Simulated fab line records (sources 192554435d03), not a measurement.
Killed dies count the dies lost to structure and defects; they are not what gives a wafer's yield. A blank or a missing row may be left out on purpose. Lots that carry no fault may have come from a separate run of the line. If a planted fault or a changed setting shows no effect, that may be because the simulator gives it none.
A lot that was struck, set against a sound lot || flow n5_finfet || 16 out of 1938 route steps
Sound: the wafers L272.2, L272.3, L272.5. Struck: wafer L275.3 (L275.4, L275.6, from the same lot, were not struck and are left out); the cause is given at the end.
For every step that has rows: the tool of each side, followed by ch and its chambers, followed by its first start. Under that, the readings that differ: sound wafers || struck wafers || difference of the means || sigmas: that difference in standard deviations of wafers without a fault.
alike: a reading whose means differ by less than 2 such deviations, as well as words and numbers matching on both sides. not compared: withheld readings; readings where some wafer has no value; bounds like >300 that might hide an equal value; numbers whose values overlap and for which the record gives no deviation.
The two part at a step that has a row with sigmas, a row that says differs or no value, or rows on one side only. When numbers do not overlap yet have no deviation, they are printed without sigmas and do not part them. A reading missing from all wafers of one side parts the sides only when that side holds two or more wafers.

N5_HKMG_FIN_STRIP_34: strips in CF4.
  sound on rie_diel-04 ch 0,2,3, day 5 19:04; struck on rie_diel-05 ch 1, day 6 16:53
  alike: drypump_motor_current_A, oes_product_au, rf_vpp_V, showerhead_plenum_p_Torr, throttle_valve_pct
  not compared: rf_hours_counter_h
then, 1 step without rows for these wafers: N5_HKMG_FIN_ETCH_35 (etches SOC in N2/H2, target depth 215.8 nm, time 243.4 s).
N5_HKMG_FIN_STRIP_92: strips SOC in N2/H2, time 20 s.
  sound on rie_diel-04 ch 0,2,3, day 5 19:14; struck on rie_diel-05 ch 1, day 6 17:03
  alike: drypump_motor_current_A, oes_product_au, rf_vpp_V, showerhead_plenum_p_Torr, throttle_valve_pct
  not compared: rf_hours_counter_h
then, 2 steps without rows for these wafers: N5_HKMG_FIN_WET_ETCH_18 (etches TiN in SC1, time 55 s, target depth 5.2 nm, rinse time 30 s); N5_HKMG_FIN_STRIP_19 (strips in N2/H2, time 360 s).
N5_HKMG_FIN_ALD_91: deposits TiN, target thk 1 nm, pulse time 1 s, purge time 3 s.
  sound on ald_metal-02 ch 0,2,3, day 5 19:46; struck on ald_metal-01 ch 3, day 6 17:34
{"reading": "chamber_pressure_Torr (Torr)", "sound": "2.995 3.022 2.997", "struck": 2.987, "difference": -0.018, "sigmas": -2}
  alike: heater_power_w, precursor_pulse_height_rel
  not compared: ald_cycles
then, 2 steps without rows for these wafers: N5_HKMG_FIN_COAT_85 (time 60 s, resist thk 300 nm); N5_HKMG_FIN_ETCH_86 (etches SOC in N2/H2, stops on TiN, target depth 393.2 nm).
N5_HKMG_FIN_STRIP_89: strips SOC in N2/H2, time 20 s.
  sound on rie_diel-04 ch 0,1,3, day 5 20:10; struck on rie_diel-04 ch 0, day 6 18:14
  alike: drypump_motor_current_A, oes_product_au, rf_vpp_V, showerhead_plenum_p_Torr, throttle_valve_pct
  not compared: rf_hours_counter_h
then, 2 steps without rows for these wafers: N5_HKMG_FIN_WET_ETCH_87 (etches TiN in SC1, time 154.2 s, target depth 4.7 nm, rinse time 30 s); N5_HKMG_FIN_STRIP_88 (strips in N2/H2, time 360 s).
N5_HKMG_FIN_NWFM_ALD_20: deposits TiAlC, target thk 2 nm, pulse time 3 s, purge time 2 s.
  sound on ald_metal-01 ch 0,1, day 5 20:44; struck on ald_metal-03 ch 1, day 6 18:49
  alike: chamber_pressure_Torr, heater_power_w, precursor_pulse_height_rel
  not compared: ald_cycles
N5_HKMG_FIN_ALD_71: deposits TiN, target thk 1 nm, pulse time 1 s, purge time 3 s.
  sound on ald_metal-01 ch 0,1, day 5 20:50; struck on ald_metal-03 ch 1, day 6 18:54
{"reading": "ald_cycles", "sound": "47 47 47", "struck": 56, "difference": "+9", "sigmas": ""}
{"reading": "chamber_pressure_Torr (Torr)", "sound": "3.001 2.987 3.002", "struck": 3.012, "difference": "+0.015", "sigmas": "+2"}
  alike: heater_power_w, precursor_pulse_height_rel
then, 1 step without rows for these wafers: N5_HKMG_FIN_COAT_66 (time 60 s, resist thk 300 nm).
-- here the record skips 3 days between the struck wafers' starts before and after, leaving off in module HKMG_FIN and picking up in module BEOL_M4 (first step shown: number 1111 of the route) --
N5_BEOL_M4_RC_MEAS_101:
  sound on prober-01 ch 0, day 9 05:07; struck on prober-01 ch 0, day 10 06:14
{"reading": "DIBL_N (mV/V)", "sound": "39.2 36.3 40.2", "struck": 33.3, "difference": -5.3, "sigmas": -3}
{"reading": "DIBL_P (mV/V)", "sound": "40.7 36.8 41.3", "struck": 32.5, "difference": -7.1, "sigmas": -3}
{"reading": "IOFF_N (nA/um)", "sound": "0.25 0.16 0.27", "struck": 0.13, "difference": -0.10, "sigmas": -3}
{"reading": "SS_N (mV/dec)", "sound": "73.1 71.9 72.8", "struck": 70.2, "difference": -2.4, "sigmas": -4}
{"reading": "SS_P (mV/dec)", "sound": "74.6 73.2 74.4", "struck": 72.7, "difference": -1.4, "sigmas": -2}
  alike: IOFF_P, ION_N, ION_P, VT_N, VT_P
-- a jump in the record: the struck wafers' starts before and after are 4 days apart (it breaks off in module BEOL_M4 and resumes in module PASSIVATION, where the first step shown is number 1936 of the route) --
N5_PASSIVATION_PROBE_49:
  record: rows for the struck wafers here (prober-01, day 14 06:25), none for the sound ones

WHERE THEY PART
Earliest at N5_HKMG_FIN_ALD_91; latest, in this record, at N5_PASSIVATION_PROBE_49.

WHY: whatever the simulator had introduced
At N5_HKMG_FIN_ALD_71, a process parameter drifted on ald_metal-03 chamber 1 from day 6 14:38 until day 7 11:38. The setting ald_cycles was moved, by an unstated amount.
